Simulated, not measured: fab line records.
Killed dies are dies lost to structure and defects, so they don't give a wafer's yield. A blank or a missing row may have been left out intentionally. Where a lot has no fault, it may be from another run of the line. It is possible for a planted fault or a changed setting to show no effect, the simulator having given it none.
fab line records	flow nand-harc
record: lots: 13	wafers: 39	last-day: 34
route steps=1302 shown P_BONDPAD@381 A_ZERO_WELL@405 A_ONON_D1@437 END@1302
lots that met no fault: from a run of the same line without faults
start-h: hours from the record's first day to the start of the lot's first wafer shown	wait-h: hours since the lot's step before	" the same as in the row above	L1.1+2: several wafers, shown together as one row	- no value present, or no start provided	* or withheld: withheld	< > ~ a bound
route shown NAME@n: a module of which the file shows steps, and the number in the route of the first	usual: mean/standard deviation of fault-free wafers	same: alike in all rows	chamber/n: place in a boat	sites: each site's reading	_std_site: the values' standard deviation	_edge_site: mean of outer sites minus mean of inner sites	radius-mm: how far each site lies from the wafer's centre	mask NAME#n: copy n	behind: tool/chamber where the wafer was last shaped	hold: what put the lot on hold/how long, in hours/how the hold closed	device: the n, p or np transistor that did not switch	end of line: tests of these same wafers at the route's end	a step given without rows: its recipe and nothing more	killed: dies that structure and defects cost at the first sort, which is not the same as the wafer's yield	map: per-die view of a wafer (x killed, . not killed, _ where there is no die)
set.NAME: the setting that was run; set.NAME@STEP: the one run at that earlier step	model.NAME: the simulator's own value behind a step, which no gauge read
route steps across a sampled set of lots; one table per step, one row per wafer
services: when a tool's chamber went out of use (start-h, in hours from the record's first day, below 0 if earlier), for how many hours, and the reason
== steps ==
step: NHARC_P_BONDPAD_THK_MEAS_20
recipe: thk-meas-gauge: xrf
usual: thk-nm: 161.2/1.7
lot.wafer	tool	chamber	start-h	wait-h	thk-nm
L626.3	film-metro-02	-	146.19	-	163.3
L626.5	"	-	"	"	159.7
L626.6	"	-	"	"	163.6
L627.2	film-metro-02	-	152.39	-	160.0
L627.4	"	-	"	"	163.0
L627.5	"	-	"	"	161.9
L628.1	film-metro-02	-	154.07	-	161.8
L628.3	"	-	"	"	162.7
L628.4	"	-	"	"	164.8
L630.2	film-metro-01	-	178.90	-	162.5
L630.3	"	-	"	"	160.6
L630.4	"	-	"	"	158.3
L631.1	film-metro-01	-	189.97	-	164.4
L631.3	"	-	"	"	164.1
L631.4	"	-	"	"	161.8
L632.2	film-metro-01	-	197.31	-	157.5
L632.3	"	-	"	"	161.1
L632.4	"	-	"	"	156.9
L635.3	film-metro-02	-	238.90	-	161.2
L635.4	"	-	"	"	160.7
L635.6	"	-	"	"	161.0
L638.1	film-metro-01	-	261.10	-	161.3
L638.3	"	-	"	"	161.8
L638.4	"	-	"	"	160.1
L639.1	film-metro-01	-	265.96	-	162.7
L639.5	"	-	"	"	164.1
L639.6	"	-	"	"	162.6
L644.2	film-metro-02	-	318.91	-	159.2
L644.3	"	-	"	"	160.8
L644.5	"	-	"	"	161.2
L647.3	film-metro-02	-	349.22	-	161.9
L647.4	"	-	"	"	159.8
L647.6	"	-	"	"	162.1
L648.1	film-metro-01	-	357.43	-	160.1
L648.3	"	-	"	"	161.5
L648.4	"	-	"	"	160.4
L649.1	film-metro-01	-	370.89	-	162.2
L649.4	"	-	"	"	162.1
L649.5	"	-	"	"	162.2
step: NHARC_A_ZERO_WELL_ETCH_13
recipe: target-depth-a: 1200	time-s: 40.1	hbr-flow-sccm: 150	cl2-flow-sccm: 50	rf-w: 400	icp-w: 400	bias-w: 100	chemistry: HBr/Cl2
usual: drypump-motor-current-A: 5.5/0.33	he-backside-leak-sccm: 2.78/0.27	oes-product-au: 0.999/0.013	throttle-valve-pct: 26.407/0.011
lot.wafer	tool	chamber	start-h	wait-h	drypump-motor-current-A	he-backside-leak-sccm	oes-product-au	rf-hours-counter-h	throttle-valve-pct
L626.3	rie-si-01	0	148.08	-	5.5	2.47	1.003	1.02	26.425
L626.5	"	0	"	"	5.6	2.48	0.992	-	26.408
L626.6	"	1	"	"	5.5	2.97	1.001	-	26.404
L627.4	rie-si-06	0	154.18	-	5.2	2.47	0.995	0.35	26.412
L627.2	"	1	"	"	6.0	2.88	0.982	0.35	26.409
L627.5	"	3	"	"	5.2	3.07	0.995	-	26.410
L628.4	rie-si-06	2	155.95	-	5.1	2.65	0.986	0.46	26.422
L628.3	"	3	"	"	5.2	3.03	1.004	0.45	26.409
L628.1	"	1	"	"	6.0	2.86	0.982	0.38	26.405
L630.2	rie-si-04	1	180.67	-	5.5	2.69	1.008	0.08	26.413
L630.4	"	3	"	"	5.4	2.69	1.018	0.08	26.409
L630.3	"	0	"	"	5.3	2.89	1.011	0.00	26.409
L631.3	rie-si-04	1	191.87	-	5.5	2.57	1.005	0.17	26.407
L631.4	"	2	"	"	5.7	2.52	0.967	0.17	26.405
L631.1	"	3	"	"	5.4	2.70	1.004	0.13	26.424
L632.2	rie-si-06	3	199.20	-	5.2	2.96	1.018	0.81	26.421
L632.4	"	0	"	"	5.2	2.50	1.013	0.66	26.388
L632.3	"	1	"	"	6.0	3.00	0.995	0.65	26.406
L635.4	rie-si-04	3	240.81	-	5.4	2.70	1.004	0.43	26.423
L635.3	"	0	"	"	5.2	2.83	1.000	0.23	26.413
L635.6	"	3	"	"	5.4	2.79	1.011	-	26.412
L638.3	rie-si-06	0	262.87	-	5.2	2.40	0.996	0.00	26.394
L638.4	"	2	"	"	5.1	2.61	1.001	0.00	26.406
L638.1	"	3	"	"	5.2	3.04	1.000	0.00	26.399
L639.1	rie-si-04	0	267.87	-	5.2	2.83	1.013	0.39	26.408
L639.6	"	0	"	"	5.2	3.08	1.016	-	26.405
L639.5	"	1	"	"	5.5	2.56	1.008	-	26.404
L644.3	rie-si-06	1	321.17	-	6.0	2.83	0.992	0.36	26.425
L644.2	"	3	"	"	5.2	3.16	1.008	0.34	26.397
L644.5	"	2	"	"	5.1	3.05	1.003	-	26.398
L647.4	rie-si-06	3	350.98	-	5.2	3.10	1.010	0.53	26.421
L647.3	"	1	"	"	6.0	2.78	0.982	0.54	26.408
L647.6	"	2	"	"	5.1	2.88	1.000	-	26.394
L648.1	rie-si-06	3	359.34	-	5.2	3.20	0.990	0.60	26.405
L648.4	"	1	"	"	6.0	3.10	0.991	0.61	26.403
L648.3	"	2	"	"	5.1	2.60	1.001	0.58	26.391
L649.1	rie-si-06	2	372.68	-	5.0	2.96	1.001	0.65	26.426
L649.4	"	0	"	"	5.2	2.45	1.001	0.69	26.406
L649.5	"	3	"	"	5.2	3.01	1.008	-	26.403
step: NHARC_A_ONON_D1_THK_MEAS_18
recipe: thk-meas-gauge: ellipsometry
usual: thk-nm: 1000/6.1
lot.wafer	tool	chamber	start-h	wait-h	thk-nm
L626.3	film-metro-02	-	179.76	-	997
L626.5	"	-	"	"	997
L626.6	"	-	"	"	998
L628.1	film-metro-01	-	186.74	-	996
L628.3	"	-	"	"	997
L628.4	"	-	"	"	996
L627.2	film-metro-02	-	186.74	-	988
L627.4	"	-	"	"	989
L627.5	"	-	"	"	989
L630.2	film-metro-02	-	214.09	-	995
L630.3	"	-	"	"	994
L630.4	"	-	"	"	993
L631.1	film-metro-02	-	223.46	-	1012
L631.3	"	-	"	"	1013
L631.4	"	-	"	"	1010
L632.2	film-metro-02	-	232.32	-	993
L632.3	"	-	"	"	995
L632.4	"	-	"	"	995
L635.3	film-metro-01	-	272.63	-	996
L635.4	"	-	"	"	997
L635.6	"	-	"	"	996
L638.1	film-metro-02	-	294.81	-	1006
L638.3	"	-	"	"	1009
L638.4	"	-	"	"	1008
L639.1	film-metro-01	-	301.60	-	1003
L639.5	"	-	"	"	1002
L639.6	"	-	"	"	1002
L644.2	film-metro-01	-	353.36	-	1006
L644.3	"	-	"	"	1007
L644.5	"	-	"	"	1008
L647.3	film-metro-01	-	386.01	-	1004
L647.4	"	-	"	"	1006
L647.6	"	-	"	"	1004
L648.1	film-metro-01	-	393.07	-	999
L648.3	"	-	"	"	1001
L648.4	"	-	"	"	1001
L649.1	film-metro-02	-	408.96	-	1009
L649.4	"	-	"	"	1007
L649.5	"	-	"	"	1009
step: NHARC_A_ONON_D1_DEP_19
recipe: target-thk-a: 10000	n2-flow-sccm: 2750	n2o-flow-sccm: 2000	nh3-flow-sccm: 500	sih4-flow-sccm: 210	temp-c: 400
lot.wafer	tool	chamber	start-h	wait-h
L626.3+5+6	pecvd-onon-02	0	179.93	0.2
L628.1+3+4	pecvd-onon-01	0	186.79	0.1
L627.2+4+5	pecvd-onon-03	0	186.85	0.1
L630.2+3+4	pecvd-onon-02	0	214.20	0.1
L631.1+3+4	pecvd-onon-01	0	223.51	0.1
L632.2+3+4	pecvd-onon-01	0	232.43	0.1
L635.3+4+6	pecvd-onon-03	0	272.80	0.2
L638.1+3+4	pecvd-onon-02	0	294.87	0.1
L639.1+5+6	pecvd-onon-03	0	301.66	0.1
L644.2+3+5	pecvd-onon-01	0	353.47	0.1
L647.3+4+6	pecvd-onon-01	0	386.18	0.2
L648.1+3+4	pecvd-onon-01	0	393.13	0.1
L649.1+4+5	pecvd-onon-02	0	409.02	0.1
step: NHARC_A_ONON_D1_THK_MEAS_21
recipe: thk-meas-gauge: ellipsometry
usual: thk-nm: 1005/9
lot.wafer	tool	chamber	start-h	wait-h	thk-nm
L626.3	film-metro-01	-	180.32	-	1024
L626.5	"	-	"	"	1023
L626.6	"	-	"	"	1022
L627.2	film-metro-01	-	187.29	-	1018
L627.4	"	-	"	"	1018
L627.5	"	-	"	"	1020
L628.1	film-metro-02	-	187.31	-	1006
L628.3	"	-	"	"	1005
L628.4	"	-	"	"	1005
L630.2	film-metro-02	-	214.65	-	1002
L630.3	"	-	"	"	1002
L630.4	"	-	"	"	1001
L631.1	film-metro-01	-	224.02	-	1009
L631.3	"	-	"	"	1008
L631.4	"	-	"	"	1007
L632.2	film-metro-02	-	232.89	-	1005
L632.3	"	-	"	"	1006
L632.4	"	-	"	"	1004
L635.3	film-metro-01	-	273.19	-	994
L635.4	"	-	"	"	993
L635.6	"	-	"	"	996
L638.1	film-metro-02	-	295.38	-	1013
L638.3	"	-	"	"	1012
L638.4	"	-	"	"	1012
L639.1	film-metro-02	-	302.18	-	995
L639.5	"	-	"	"	992
L639.6	"	-	"	"	994
L644.2	film-metro-01	-	353.93	-	1016
L644.3	"	-	"	"	1016
L644.5	"	-	"	"	1017
L647.3	film-metro-01	-	386.57	-	1577
L647.4	"	-	"	"	1578
L647.6	"	-	"	"	1580
L648.1	film-metro-01	-	393.63	-	1580
L648.3	"	-	"	"	1581
L648.4	"	-	"	"	1581
L649.1	film-metro-01	-	409.52	-	999
L649.4	"	-	"	"	1000
L649.5	"	-	"	"	998
step: NHARC_END_SORT_01
recipe: temp-c: 25
usual: killed-at-array: 56/17	killed-at-other: 1.2/1.4	killed-at-periphery: 4/3.2	killed-dies: 61/16	killed-open: 3.6/2.1	killed-short: 2.7/1.8
same: gross-dies: 677
lot.wafer	tool	chamber	start-h	wait-h	killed-at-array	killed-at-other	killed-at-periphery	killed-dies	killed-open	killed-short
L648.1	prober-01	0	771.03	2.5	663	3	11	677	12	4
L648.3	prober-01	0	772.63	3.1	667	2	8	677	2	4
L648.4	prober-01	0	773.43	3.4	668	1	8	677	2	3
L647.3	prober-02	0	774.29	3.1	665	3	9	677	7	3
L647.4	prober-02	0	775.07	3.3	671	2	4	677	3	2
L647.6	prober-02	0	776.63	3.9	665	6	6	677	4	4
killed by level:class
L648.1 A_ONON_D1:area-dep=594 A_SLIT:chamber-film-flake=31 A_CHANNEL_HOLE_D1:chamber-film-flake=16 A_CONTACT:chamber-film-flake=5 P_GATE:chamber-film-flake=4 A_CHANNEL_FILL_D2:chamber-film-flake=4 A_ONON_D1:geometric-particle:open=3 THIN_TSV:chamber-film-flake=3
L648.3 A_ONON_D1:area-dep=612 A_SLIT:chamber-film-flake=25 A_CHANNEL_HOLE_D1:chamber-film-flake=10 A_CHANNEL_FILL_D2:chamber-film-flake=6 A_CONTACT:chamber-film-flake=5 P_STI:chamber-film-flake=4 P_GATE:chamber-film-flake=4 A_CHANNEL_FILL_D2:geometric-particle:short=2
L648.4 A_ONON_D1:area-dep=613 A_SLIT:chamber-film-flake=27 A_CHANNEL_HOLE_D1:chamber-film-flake=17 P_STI:chamber-film-flake=4 P_GATE:chamber-film-flake=3 A_CHANNEL_FILL_D2:chamber-film-flake=3 A_CHANNEL_FILL_D1:geometric-particle:short=2 A_DECK1_JOINT:geometric-particle:short=1
L647.3 A_ONON_D1:area-dep=609 A_CHANNEL_HOLE_D2:chamber-film-flake=35 A_CONTACT:chamber-film-flake=6 A_SLIT:chamber-film-flake=4 P_CONTACT:geometric-particle:open=3 THIN_TSV:chamber-film-flake=2 A_CHANNEL_FILL_D2:geometric-particle:open=2 P_ZERO_WELL:chamber-film-flake=2
L647.4 A_ONON_D1:area-dep=635 A_CHANNEL_HOLE_D2:chamber-film-flake=24 A_SLIT:chamber-film-flake=4 A_CHANNEL_FILL_D1:chamber-film-flake=2 THIN_TSV:chamber-film-flake=2 P_GATE:geometric-particle:open=1 P_CONTACT:geometric-particle:short=1 A_ONON_D1:geometric-particle:open=1
L647.6 A_ONON_D1:area-dep=620 A_CHANNEL_HOLE_D2:chamber-film-flake=26 A_CONTACT:chamber-film-flake=6 THIN_TSV:chamber-film-flake=6 P_CONTACT:geometric-particle:open=3 P_GATE:chamber-film-flake=2 A_CHANNEL_HOLE_D1:unspecified=2 A_STAIRCASE:chamber-film-flake=2
== services ==
tool	chamber	start-h	hours	kind
rie-si-04	0	164.84	15.6	repair
rie-si-04	-	165.00	9.0	pm
pecvd-onon-02	-	185.24	13.0	pm
rie-si-01	-	193.00	9.0	pm
rie-si-04	0	200.37	6.4	repair
rie-si-06	-	201.75	0.9	repair
rie-si-01	0	215.04	26.8	repair
pecvd-onon-03	-	227.00	13.0	pm
rie-si-04	1	227.21	2.8	repair
rie-si-04	-	243.97	0.7	repair
rie-si-06	-	249.00	9.0	pm
rie-si-06	0	249.00	9.0	vent-cycle
rie-si-06	1	249.00	9.0	vent-cycle
rie-si-06	2	249.00	9.0	vent-cycle
pecvd-onon-01	-	269.00	13.0	pm
pecvd-onon-02	-	341.46	2.5	repair
rie-si-04	-	342.00	9.0	pm
rie-si-04	2	362.18	2.6	repair
pecvd-onon-02	-	366.24	13.0	pm
rie-si-01	-	370.00	9.0	pm
rie-si-04	1	377.78	7.8	repair
rie-si-01	0	393.83	3.3	repair
rie-si-06	0	402.39	4.3	repair
pecvd-onon-03	-	408.00	13.0	pm
== key ==
first-sign: step: NHARC_A_ONON_D1_THK_MEAS_21	reading: thk-nm	direction: up	sigmas: 64	usual: 1005	struck: 1580
effect: step: NHARC_END_SORT_01	reading: killed-dies	direction: up	sigmas: 37	usual: 61	struck: 677
more-kills-born-at: NHARC_A_ONON_D1_DEP_19@pecvd-onon-01: 3683
met-at NHARC_A_ONON_D1_DEP_19
struck-lots L647,L648
later-rows-left-out L647.3,L647.4,L647.6,L648.1,L648.3,L648.4
tester-left-out L647,L648
not-acting-at NHARC_P_BONDPAD_THK_MEAS_20,NHARC_A_ZERO_WELL_ETCH_13,NHARC_A_ONON_D1_THK_MEAS_18
onset-between 353.47 386.18
fault: kind: process-parameter-drift	tool: pecvd-onon-01	chamber: -	onset-h: 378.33	steps: NHARC_A_ONON_D1_DEP_19	channel: target-thk-a	offset: *	shape: step	end-h: 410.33	acts-in: *	stated: *
tester-left-out: of these lots the tester's yield and bins aren't shown, on N5 and GAA mostly nor the transistor test; their killed dies are dies lost to structure and defects alone, not to doping, threshold or leakage, so they don't give the yield
later-rows-left-out: the simulator's readings of these wafers behind a module that went badly wrong aren't trusted and aren't shown, but for the sort
